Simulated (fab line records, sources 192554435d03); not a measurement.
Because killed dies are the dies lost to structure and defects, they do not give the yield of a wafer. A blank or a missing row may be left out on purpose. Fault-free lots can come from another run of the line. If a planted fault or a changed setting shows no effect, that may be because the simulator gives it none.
Split-lot trial + flow n5_finfet + 39 wafers read from 7 lots, route of 1938 steps

== THE SPLIT ==
At N5_SDB_ALD_29 (deposits SiNx, target thk 30 nm, pulse time 1 s, ald cycles 600), the setting ald_cycles was moved away from the recipe's 600 on 9 of the 39 wafers read, by +23.8% to +39.7%. All remaining wafers had this setting at the recipe value.

The reading comes from the split's own step.

== THE READING ==
SiNx_of_SDB_ALD_29.thk_nm (the simulator's own value, which no gauge read), in nm, at N5_SDB_ALD_29 (deposits SiNx, target thk 30 nm, pulse time 1 s, ald cycles 600). The file does not state a usual value for it. The 30 wafers here that ran the recipe average 29.9 nm, standard deviation 0.13 nm.

| wafer  | tool, chamber at the split | ald_cycles as run | against the recipe | SiNx_of_SDB_ALD_29.thk_nm, nm | against lot-mates on the recipe |
|--------|----------------------------|-------------------|--------------------|-------------------------------|---------------------------------|
| L074.1 | ald_sin-02, 0,3,0          | 600               | recipe             | 29.8                          | -                               |
| L074.4 | ald_sin-02, 0,3,0          | 600               | recipe             | 29.8                          | -                               |
| L074.5 | ald_sin-02, 0,3,0          | 600               | recipe             | 29.8                          | -                               |
| L074.2 | ald_sin-02, 2,1,1          | 600               | recipe             | 30                            | -                               |
| L074.3 | ald_sin-02, 2,1,1          | 600               | recipe             | 30                            | -                               |
| L074.6 | ald_sin-02, 2,1,1          | 600               | recipe             | 30                            | -                               |
| L075.1 | ald_sin-02, 1,0,2          | 743               | +23.8%             | 37.2                          | +7.3                            |
| L075.2 | ald_sin-02, 1,0,2          | 743               | +23.8%             | 37.2                          | +7.3                            |
| L075.6 | ald_sin-02, 1,0,2          | 743               | +23.8%             | 37.2                          | +7.3                            |
| L075.3 | ald_sin-02, 2              | 600               | recipe             | 30                            | -                               |
| L075.4 | ald_sin-02, 3              | 600               | recipe             | 29.8                          | -                               |
| L075.5 | ald_sin-02, 3              | 600               | recipe             | 29.8                          | -                               |
| L083.1 | ald_sin-01, 3,1,3          | 600               | recipe             | 29.8                          | -                               |
| L083.2 | ald_sin-01, 3,1,3          | 600               | recipe             | 29.8                          | -                               |
| L083.5 | ald_sin-01, 3,1,3          | 600               | recipe             | 29.8                          | -                               |
| L089.1 | ald_sin-01, 3,2            | 600               | recipe             | 29.8                          | -                               |
| L089.2 | ald_sin-01, 3,2            | 600               | recipe             | 29.8                          | -                               |
| L089.3 | ald_sin-01, 1              | 600               | recipe             | 30                            | -                               |
| L089.4 | ald_sin-01, 0,2,1          | 746               | +24.3%             | 37.2                          | +7.3                            |
| L089.5 | ald_sin-01, 0,2,1          | 746               | +24.3%             | 37.2                          | +7.3                            |
| L089.6 | ald_sin-01, 0,2,1          | 746               | +24.3%             | 37.2                          | +7.3                            |
| L091.1 | ald_sin-02, 3,1,0          | 600               | recipe             | 30                            | -                               |
| L091.2 | ald_sin-02, 3,1,0          | 600               | recipe             | 30                            | -                               |
| L091.5 | ald_sin-02, 3,1,0          | 600               | recipe             | 30                            | -                               |
| L091.3 | ald_sin-02, 0              | 600               | recipe             | 29.8                          | -                               |
| L091.4 | ald_sin-02, 2,1            | 600               | recipe             | 30.2                          | -                               |
| L091.6 | ald_sin-02, 2,1            | 600               | recipe             | 30.2                          | -                               |
| L092.1 | ald_sin-02, 2,1,2          | 838               | +39.7%             | 42                            | +11.9                           |
| L092.2 | ald_sin-02, 2,1,2          | 838               | +39.7%             | 42                            | +11.9                           |
| L092.6 | ald_sin-02, 2,1,2          | 838               | +39.7%             | 42                            | +11.9                           |
| L092.3 | ald_sin-02, 3              | 600               | recipe             | 30.2                          | -                               |
| L092.4 | ald_sin-02, 0,3            | 600               | recipe             | 30                            | -                               |
| L092.5 | ald_sin-02, 0,3            | 600               | recipe             | 30                            | -                               |
| L094.1 | ald_sin-02, 0,3,2          | 600               | recipe             | 29.8                          | -                               |
| L094.2 | ald_sin-02, 0,3,2          | 600               | recipe             | 29.8                          | -                               |
| L094.6 | ald_sin-02, 0,3,2          | 600               | recipe             | 29.8                          | -                               |
| L094.3 | ald_sin-02, 1,2,1          | 600               | recipe             | 30                            | -                               |
| L094.4 | ald_sin-02, 1,2,1          | 600               | recipe             | 30                            | -                               |
| L094.5 | ald_sin-02, 1,2,1          | 600               | recipe             | 30                            | -                               |
The file does not say which wafer passed through which chamber wherever a row lists several chambers: such a row stands for several wafers.

FIT RESULTS
A straight line over all 39 wafers: SiNx_of_SDB_ALD_29.thk_nm changes by +0.303 nm for each +1% of ald_cycles; r = +1.00; the points scatter about the line by 0.12 nm.
The same after taking each lot's own level away (the mean of its wafers on the recipe; 39 wafers): +0.302 nm for each +1%; r = +1.00; scatter 0.1 nm.
Per that fit: largest ald_cycles move, reading shift of 12 nm.
Across the lots, their own levels run from 29.80 to 30.07 nm, a range of 2.0 times the standard deviation given above.
Consequently the slope shifts little with the lot-to-lot level, the two slopes agreeing.
Check: for one of the wafers moved furthest among these (+39.7%), held out of the fit, the line's prediction against its lot-mates is +12 nm. It came out at +11.9 nm against them.

== FURTHER SPLITS ON THESE WAFERS ==
Note: prior to the reading, these wafers also went through further splits. Each is held against what the fit with the lots' levels taken away leaves over:
| other split on the same wafers          | wafers away from the commonest value | r with SiNx_of_SDB_ALD_29.thk_nm (lot level and that fit taken away) |
|-----------------------------------------|--------------------------------------|----------------------------------------------------------------------|
| N5_ZERO_LAYER_DEVELOP_10 develop_time_s | 15                                   | +0.00                                                                |
| N5_SD_EPI_N_ETCH_45 target_depth_a      | 15                                   | -0.08                                                                |

== FILE'S OWN FIT ==
SiNx_of_SDB_ALD_29.thk_nm changes by +0.302 nm for each +1% of ald_cycles, r = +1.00.
